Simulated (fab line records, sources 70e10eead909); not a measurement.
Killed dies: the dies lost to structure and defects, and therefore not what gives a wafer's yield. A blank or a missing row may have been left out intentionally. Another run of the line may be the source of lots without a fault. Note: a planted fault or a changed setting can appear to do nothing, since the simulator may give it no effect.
Which tool was responsible? :: flow nand-harc :: 24 lots, 72 wafers sampled, at 2 steps of a route of 1302

WHAT THE GAUGES SHOWED, per wafer
NHARC_A_M0_INSPECT_11. Usual: raw-defect-count 96, standard deviation 38.
lot: L074
measured: day 22 09:33
on: defect-inspect-01
raw-defect-count: 152 152 146
flag: 

lot: L075
measured: day 23 02:55
on: defect-inspect-01
raw-defect-count: 119 115 110
flag: 

lot: L076
measured: day 23 05:43
on: defect-inspect-01
raw-defect-count: 74 76 69
flag: 

lot: L077
measured: day 23 10:29
on: defect-inspect-02
raw-defect-count: 150 156 179
flag: 

lot: L078
measured: day 24 02:02
on: defect-inspect-02
raw-defect-count: 104 108 112
flag: 

lot: L080
measured: day 24 15:25
on: defect-inspect-02
raw-defect-count: 70 70 65
flag: 

lot: L079
measured: day 24 19:47
on: defect-inspect-01
raw-defect-count: 96 76 73
flag: 

lot: L081
measured: day 25 06:34
on: defect-inspect-01
raw-defect-count: 142 147 155
flag: 

lot: L082
measured: day 26 09:45
on: defect-inspect-02
raw-defect-count: 131 125 147
flag: 

lot: L083
measured: day 26 11:10
on: defect-inspect-01
raw-defect-count: 70 70 59
flag: 

lot: L084
measured: day 26 12:34
on: defect-inspect-02
raw-defect-count: 63 109 91
flag: 

lot: L086
measured: day 27 00:05
on: defect-inspect-01
raw-defect-count: 100 97 72
flag: 

lot: L085
measured: day 27 01:53
on: defect-inspect-02
raw-defect-count: 74 76 85
flag: 

lot: L089
measured: day 27 22:32
on: defect-inspect-01
raw-defect-count: 42 45 43
flag: 

lot: L087
measured: day 28 06:42
on: defect-inspect-01
raw-defect-count: 66 84 75
flag: 

lot: L088
measured: day 28 06:51
on: defect-inspect-02
raw-defect-count: 71 55 69
flag: 

lot: L091
measured: day 29 06:07
on: defect-inspect-01
raw-defect-count: 117 131 114
flag: 

lot: L090
measured: day 29 22:55
on: defect-inspect-01
raw-defect-count: 153 139 149
flag: 

lot: L094
measured: day 30 17:46
on: defect-inspect-01
raw-defect-count: 118 142 139
flag: 

lot: L092
measured: day 30 19:44
on: defect-inspect-01
raw-defect-count: 72 66 39
flag: 

lot: L093
measured: day 30 20:48
on: defect-inspect-01
raw-defect-count: 73 67 72
flag: 

lot: L096
measured: day 31 04:19
on: defect-inspect-02
raw-defect-count: 134 111 125
flag: 

lot: L095
measured: day 31 10:07
on: defect-inspect-01
raw-defect-count: 13 16 21
flag: 

lot: L097
measured: day 31 23:58
on: defect-inspect-01
raw-defect-count: 79 73 76
flag: 

TOOL THAT RAN EACH LOT (tool first, then ch and the chambers of the sampled wafers, then the start)
lot: L074
NHARC_A_BLC_PVD_32: pvd-sputter-01, day 22 09:33 or earlier

lot: L075
NHARC_A_BLC_PVD_32: pvd-sputter-02, day 23 02:55 or earlier

lot: L076
NHARC_A_BLC_PVD_32: pvd-sputter-02, day 23 05:43 or earlier

lot: L077
NHARC_A_BLC_PVD_32: pvd-sputter-02, day 23 10:29 or earlier

lot: L078
NHARC_A_BLC_PVD_32: pvd-sputter-01, day 24 02:02 or earlier

lot: L080
NHARC_A_BLC_PVD_32: pvd-sputter-03, day 24 15:25 or earlier

lot: L079
NHARC_A_BLC_PVD_32: pvd-sputter-03, day 24 19:47 or earlier

lot: L081
NHARC_A_BLC_PVD_32: pvd-sputter-01, day 25 06:34 or earlier

lot: L082
NHARC_A_BLC_PVD_32: pvd-sputter-02, day 26 09:45 or earlier

lot: L083
NHARC_A_BLC_PVD_32: pvd-sputter-03, day 26 11:10 or earlier

lot: L084
NHARC_A_BLC_PVD_32: pvd-sputter-01, day 26 12:34 or earlier

lot: L086
NHARC_A_BLC_PVD_32: pvd-sputter-03, day 27 00:05 or earlier

lot: L085
NHARC_A_BLC_PVD_32: pvd-sputter-03, day 27 01:53 or earlier

lot: L089
NHARC_A_BLC_PVD_32: pvd-sputter-01, day 27 22:32 or earlier

lot: L087
NHARC_A_BLC_PVD_32: pvd-sputter-03, day 28 06:42 or earlier

lot: L088
NHARC_A_BLC_PVD_32: pvd-sputter-01, day 28 06:51 or earlier

lot: L091
NHARC_A_BLC_PVD_32: pvd-sputter-02, day 29 06:07 or earlier

lot: L090
NHARC_A_BLC_PVD_32: pvd-sputter-02, day 29 22:55 or earlier

lot: L094
NHARC_A_BLC_PVD_32: pvd-sputter-02, day 30 17:46 or earlier

lot: L092
NHARC_A_BLC_PVD_32: pvd-sputter-02, day 30 19:44 or earlier

lot: L093
NHARC_A_BLC_PVD_32: pvd-sputter-03, day 30 20:48 or earlier

lot: L096
NHARC_A_BLC_PVD_32: pvd-sputter-01, day 31 04:19 or earlier

lot: L095
NHARC_A_BLC_PVD_32: pvd-sputter-02, day 31 10:07 or earlier

lot: L097
NHARC_A_BLC_PVD_32: pvd-sputter-01, day 31 23:58 or earlier
- NHARC_A_BLC_PVD_32: deposits Ti, target thk 5 nm, time 17.7 s.

WHAT THE TOOLS THEMSELVES READ (means of the sampled wafers that have a number; where no wafer has one, the mark that the record gives instead)
NHARC_A_BLC_PVD_32. Usual: cathode-dc-power-W 5000.1 W, standard deviation 0.87; throttle-valve-pct 29.7 %, standard deviation 1.1.
lot: L074
tool: pvd-sputter-01
cathode-dc-power-W (W): 4999.8
throttle-valve-pct (%): 28.2
flag: 

lot: L075
tool: pvd-sputter-02
cathode-dc-power-W (W): 5000.1
throttle-valve-pct (%): 29.9
flag: 

lot: L076
tool: pvd-sputter-02
cathode-dc-power-W (W): 4999.8
throttle-valve-pct (%): 30.5
flag: 

lot: L077
tool: pvd-sputter-02
cathode-dc-power-W (W): 5000.5
throttle-valve-pct (%): 29.9
flag: 

lot: L078
tool: pvd-sputter-01
cathode-dc-power-W (W): 4999.2
throttle-valve-pct (%): 29.9
flag: 

lot: L080
tool: pvd-sputter-03
cathode-dc-power-W (W): 5000.2
throttle-valve-pct (%): 30.3
flag: 

lot: L079
tool: pvd-sputter-03
cathode-dc-power-W (W): 4999.8
throttle-valve-pct (%): 30.5
flag: 

lot: L081
tool: pvd-sputter-01
cathode-dc-power-W (W): 5000.0
throttle-valve-pct (%): 28.6
flag: 

lot: L082
tool: pvd-sputter-02
cathode-dc-power-W (W): 5000.7
throttle-valve-pct (%): 30.7
flag: 

lot: L083
tool: pvd-sputter-03
cathode-dc-power-W (W): 4999.5
throttle-valve-pct (%): 28.6
flag: 

lot: L084
tool: pvd-sputter-01
cathode-dc-power-W (W): 5000.1
throttle-valve-pct (%): 29.8
flag: 

lot: L086
tool: pvd-sputter-03
cathode-dc-power-W (W): 4999.9
throttle-valve-pct (%): 29.1
flag: 

lot: L085
tool: pvd-sputter-03
cathode-dc-power-W (W): 4999.4
throttle-valve-pct (%): 29.4
flag: 

lot: L089
tool: pvd-sputter-01
cathode-dc-power-W (W): 5000.4
throttle-valve-pct (%): 29.8
flag: 

lot: L087
tool: pvd-sputter-03
cathode-dc-power-W (W): 4999.3
throttle-valve-pct (%): 30.5
flag: 

lot: L088
tool: pvd-sputter-01
cathode-dc-power-W (W): 5000.3
throttle-valve-pct (%): 28.9
flag: 

lot: L091
tool: pvd-sputter-02
cathode-dc-power-W (W): 4999.8
throttle-valve-pct (%): 29.9
flag: 

lot: L090
tool: pvd-sputter-02
cathode-dc-power-W (W): 5000.1
throttle-valve-pct (%): 29.7
flag: 

lot: L094
tool: pvd-sputter-02
cathode-dc-power-W (W): 4999.8
throttle-valve-pct (%): 30.2
flag: 

lot: L092
tool: pvd-sputter-02
cathode-dc-power-W (W): 5000.4
throttle-valve-pct (%): 30.3
flag: 

lot: L093
tool: pvd-sputter-03
cathode-dc-power-W (W): 5000.0
throttle-valve-pct (%): 30.2
flag: 

lot: L096
tool: pvd-sputter-01
cathode-dc-power-W (W): 5000.1
throttle-valve-pct (%): 29.3
flag: 

lot: L095
tool: pvd-sputter-02
cathode-dc-power-W (W): 5000.4
throttle-valve-pct (%): 29.7
flag: 

lot: L097
tool: pvd-sputter-01
cathode-dc-power-W (W): 5000.4
throttle-valve-pct (%): 29.0
flag: 

THE ANSWER, worked out from the rows above alone
Rule: a lot counts as off when the mean over its wafers that have a number is more than 3 standard deviations away from the usual mean. Also off: a lot with no number at a reading for which 4 or more lots have one. The other lots that the step has rows for count as sound. After the gauges, taken in route order, come the tools' own readings; for these a lot's mean is taken, as printed above. At the first step where some lot is off, the reading lying furthest off is the one used; lots without a number count as furthest.
No lot is off on any of the readings shown, so nothing can be concluded from this.

WHAT WAS PUT IN BY THE SIMULATOR
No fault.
